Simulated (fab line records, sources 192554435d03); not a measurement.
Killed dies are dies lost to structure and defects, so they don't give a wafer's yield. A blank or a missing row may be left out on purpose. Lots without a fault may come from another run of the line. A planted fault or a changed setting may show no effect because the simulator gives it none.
Chamber matching | flow n5_finfet | N5_BEOL_M4_CO_CAP_55 on cvd_co-01: 3 sister chambers
The step material Co, precursor CCTBA/H2, target thk 2 nm, time 102.1 s. 6 wafers are shown with their chamber, then 12 later ones without.

WAFERS WITH THEIR CHAMBER
wafer  | chamber | heater_power_w (W) | susceptor_temp_C (C)
L089.2 | 2       | 221                | 200.09
L089.3 | 0       | 218                | 199.84
L089.5 | 1       | 227                | 199.93
L092.1 | 2       | 220                | 199.92
L092.2 | 1       | 226                | 200.28
L092.3 | 0       | 224                | 200.09

WAFERS WITHOUT THEIR CHAMBER
wafer  | heater_power_w (W) | susceptor_temp_C (C)
L091.1 | 223                | 200.23
L091.2 | 218                | 200.13
L091.3 | 232                | 200.04
L093.2 | 231                | 200.33
L093.3 | 226                | 200.00
L093.4 | 222                | 200.14
L097.2 | 218                | 199.92
L097.4 | 225                | 199.94
L097.5 | 236                | 200.03
L095.2 | 222                | 199.98
L095.3 | 233                | 199.88
L095.4 | 232                | 199.87

WHICH CHAMBER EACH WENT THROUGH
wafer  | from the rows above          | in truth
L091.1 | can't be placed: 1 or 2 or 0 | 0
L091.2 | can't be placed: 2 or 0      | 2
L091.3 | 1                            | 1
L093.2 | 1                            | 1
L093.3 | can't be placed: 1 or 0 or 2 | 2
L093.4 | can't be placed: 2 or 0 or 1 | 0
L097.2 | can't be placed: 2 or 0      | 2
L097.4 | can't be placed: 1 or 0 or 2 | 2
L097.5 | 1                            | 1
L095.2 | can't be placed: 0 or 2 or 1 | 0
L095.3 | can't be placed: 1 or 0      | 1
L095.4 | can't be placed: 1 or 0      | 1
Placed correctly: 3 of 12. Can't be placed from these rows: 9 (the true chamber is among the candidates in 9). Placed wrongly: 0.
How it was worked out, from the rows above alone: a wafer's distance from a chamber is the root of the sum, over the readings, of the square of ((its reading less the chamber's mean) divided by the reading's scatter). The wafer belongs to the nearest chamber; if the next one is less than 2 further off, it can't be placed. A chamber's mean is the mean of its shown wafers. The scatter: the root of (the sum of the squares of (reading less its chamber's mean) over the shown wafers, divided by (wafers less chambers)).
